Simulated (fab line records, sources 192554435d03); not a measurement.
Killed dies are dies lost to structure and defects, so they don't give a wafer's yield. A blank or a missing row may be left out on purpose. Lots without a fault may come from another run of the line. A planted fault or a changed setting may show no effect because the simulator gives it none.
Chamber matching | flow n5_finfet | N5_PASSIVATION_PECVD_00 on pecvd-04: 3 sister chambers
The step deposits SiO2 from SiH4/N2O, target thk 200 nm, time 11.2 s. 14 wafers are shown with their chamber, then 7 later ones without.

WAFERS WITH THEIR CHAMBER
wafer  | chamber | throttle_valve_pct (%) | showerhead_plenum_p_Torr (Torr) | heater_power_w (W)
L426.4 | 2       | 48.0                   | 8.34                            | 758
L426.5 | 0       | 51.0                   | 8.19                            | 586
L426.6 | 1       | 55.5                   | 8.15                            | 801
L425.1 | 1       | 55.4                   | 8.15                            | 825
L425.3 | 2       | 48.0                   | 8.32                            | 715
L425.5 | 2       | 48.1                   | 8.33                            | 740
L428.2 | 2       | 47.9                   | 8.32                            | 762
L428.3 | 1       | 55.6                   | 8.17                            | 808
L428.5 | 0       | 51.2                   | 8.20                            | 589
L434.2 | 1       | 55.3                   | 8.16                            | 785
L434.4 | 0       | 51.7                   | 8.18                            | 552
L434.5 | 2       | 48.3                   | 8.34                            | 781
L439.1 | 1       | 55.2                   | 8.14                            | 810
L439.2 | 2       | 48.4                   | 8.33                            | 730

SIGNATURES (means of the wafers above)
reading                  | chamber 0 | chamber 1 | chamber 2 | scatter within a chamber
throttle_valve_pct       | 51.300    | 55.400    | 48.117    | 0.223
showerhead_plenum_p_Torr | 8.1900    | 8.1540    | 8.3300    | 0.0101
heater_power_w           | 575.67    | 805.80    | 747.67    | 20.3
Rule: a wafer's distance from a chamber is the root of the sum, over the readings, of the square of ((its reading less the chamber's mean) divided by the reading's scatter). The wafer belongs to the nearest chamber; if the next one is less than 2 further off, it can't be placed. The scatter: the root of (the sum of the squares of (reading less its chamber's mean) over the shown wafers, divided by (wafers less chambers)).

WAFERS WITHOUT THEIR CHAMBER
wafer  | throttle_valve_pct (%) | showerhead_plenum_p_Torr (Torr) | heater_power_w (W)
L439.3 | 51.5                   | 8.20                            | 579
L443.2 | 48.3                   | 8.32                            | 796
L443.3 | 51.4                   | 8.19                            | 649
L443.5 | 55.5                   | 8.14                            | 801
L442.1 | 55.7                   | 8.10                            | 802
L442.2 | 51.8                   | 8.19                            | 593
L442.6 | 48.9                   | 8.34                            | 747

WHICH CHAMBER EACH WENT THROUGH
wafer  | from the rows above | in truth
L439.3 | 0                   | 0
L443.2 | 2                   | 2
L443.3 | 0                   | 0
L443.5 | 1                   | 1
L442.1 | 1                   | 1
L442.2 | 0                   | 0
L442.6 | 2                   | 2
Placed correctly: 7 of 7. Can't be placed from these rows: 0. Placed wrongly: 0.
